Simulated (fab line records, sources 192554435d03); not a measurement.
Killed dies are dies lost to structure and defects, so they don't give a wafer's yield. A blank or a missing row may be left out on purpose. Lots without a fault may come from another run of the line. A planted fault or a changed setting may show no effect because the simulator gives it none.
One fault seen from 3 desks | flow n5_finfet | each desk has only its own numbers; what lay behind them comes last
Where a reading is given only as a bound, like >300, the bound stands for it, and a mean or a difference that rests on one is marked > or <: the true number lies beyond.

THE TOOL OWNER'S DESK: rie_diel-06
The tool's own readings at N5_BEOL_M0_SAQP_ETCH_106 (etches SOC in N2/H2, stops on SiNx, target depth 150 nm): means of the sampled wafers that have a number, for each lot that ran on this tool. A lot is out of limits, marked OUT, if its mean lies more than 4 standard deviations from the usual mean; the brackets give that distance.
Columns: A = drypump_motor_current_A at N5_BEOL_M0_SAQP_ETCH_106, usual 5.63 A; B = oes_product_au at N5_BEOL_M0_SAQP_ETCH_106, usual 0.75 a.u.; C = rf_vpp_V at N5_BEOL_M0_SAQP_ETCH_106, usual 241.1 V; D = showerhead_plenum_p_Torr at N5_BEOL_M0_SAQP_ETCH_106, usual 2.58 Torr; E = throttle_valve_pct at N5_BEOL_M0_SAQP_ETCH_106, usual 17.89 %
lot  | first seen here | A    | B    | C     | D    | E
L563 | day 5 15:32     | 5.48 | 0.76 | 239.8 | 2.58 | 17.86
L566 | day 6 05:59     | 5.36 | 0.75 | 241.1 | 2.54 | 17.88
L568 | day 6 20:54     | 5.48 | 0.76 | 240.6 | 2.52 | 17.92
L570 | day 7 10:02     | 5.67 | 0.76 | 241.5 | 2.59 | 17.92
This desk's finding: nothing out of limits on any of the 4 lots.

THE DEFECT DESK
What the inspections along the route counted, lot by lot: means of the sampled wafers that have a number. A lot is out of limits, marked OUT, if its mean lies more than 4 standard deviations from the usual mean; the brackets give that distance.
Columns: A = raw_defect_count at N5_BEOL_M0_SAQP_INSPECT_42, usual 307; B = raw_defect_count at N5_BEOL_M0_CUTY_INSPECT_59, usual 2.0
lot  | first seen here | A              | B
L563 | day 5 17:13     | 253            | 4.7
L566 | day 6 07:53     | 365            | 3.3
L568 | day 6 22:21     | 1309 (+13) OUT | >300 (+99 or more) OUT
L570 | day 7 11:31     | 1332 (+13) OUT | >300 (+99 or more) OUT
L577 | day 9 04:37     | 271            | 1.7
L578 | day 9 12:15     | 244            | 2.3
L580 | day 9 20:41     | 339            | 1.0
L584 | day 11 03:45    | 408            | 2.7
This desk's finding: out of limits on L568, L570; first on L568, day 6 22:21 (raw_defect_count at N5_BEOL_M0_SAQP_INSPECT_42). In limits: L563, L566, L577, L578, L580, L584.

THE METROLOGY DESK
What the gauges read, lot by lot, whatever tool the lot ran on: means of the sampled wafers that have a number. A lot is out of limits, marked OUT, if its mean lies more than 4 standard deviations from the usual mean; the brackets give that distance. Of its 10 readings 7 are shown: those that lie furthest out on some lot.
Columns: A = DIBL_N at N5_BEOL_M4_RC_MEAS_101, usual 35.8 mV/V; B = DIBL_P at N5_BEOL_M4_RC_MEAS_101, usual 35.9 mV/V; C = IOFF_N at N5_BEOL_M4_RC_MEAS_101, usual 0.152 nA/um; D = IOFF_P at N5_BEOL_M4_RC_MEAS_101, usual 0.21 nA/um; E = ION_N at N5_BEOL_M4_RC_MEAS_101, usual 672 uA/um; F = VT_N at N5_BEOL_M4_RC_MEAS_101, usual 250 mV; G = VT_P at N5_BEOL_M4_RC_MEAS_101, usual -250 mV
lot  | first seen here | A    | B    | C     | D    | E   | F   | G
L563 | day 8 04:01     | 36.4 | 36.3 | 0.153 | 0.22 | 674 | 250 | -248
L566 | day 8 10:41     | 36.1 | 33.3 | 0.123 | 0.16 | 665 | 255 | -256
L568 | day 9 10:22     | 36.3 | 34.5 | 0.150 | 0.21 | 667 | 249 | -248
L570 | day 9 17:10     | 36.5 | 36.0 | 0.134 | 0.17 | 665 | 254 | -256
L577 | day 11 06:28    | 35.5 | 35.6 | 0.149 | 0.20 | 674 | 250 | -251
L578 | day 11 21:38    | 36.5 | 37.3 | 0.160 | 0.22 | 673 | 248 | -250
L580 | day 12 20:54    | 35.3 | 36.8 | 0.173 | 0.22 | 688 | 246 | -250
L584 | day 13 12:31    | 34.0 | 34.5 | 0.138 | 0.20 | 660 | 253 | -251
This desk's finding: nothing out of limits on any of the 8 lots.

PUT TOGETHER
The defect desk could have raised an alarm at day 6 22:21, on L568, L570.
The tool owner's desk saw nothing out of limits.
The metrology desk saw nothing out of limits.
The tool owner's desk has L568, L570 on record, within its limits.
The metrology desk has L568, L570 on record, within its limits.
Of the lots named, all ran N5_BEOL_M0_SAQP_ETCH_106 on rie_diel-06.

WHAT THE SIMULATOR HAD PUT IN
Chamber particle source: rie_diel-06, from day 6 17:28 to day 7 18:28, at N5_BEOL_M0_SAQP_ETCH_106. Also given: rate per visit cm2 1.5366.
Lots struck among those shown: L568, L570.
Hours from the fault's start to each desk's first reading out of limits: the defect desk, 5.
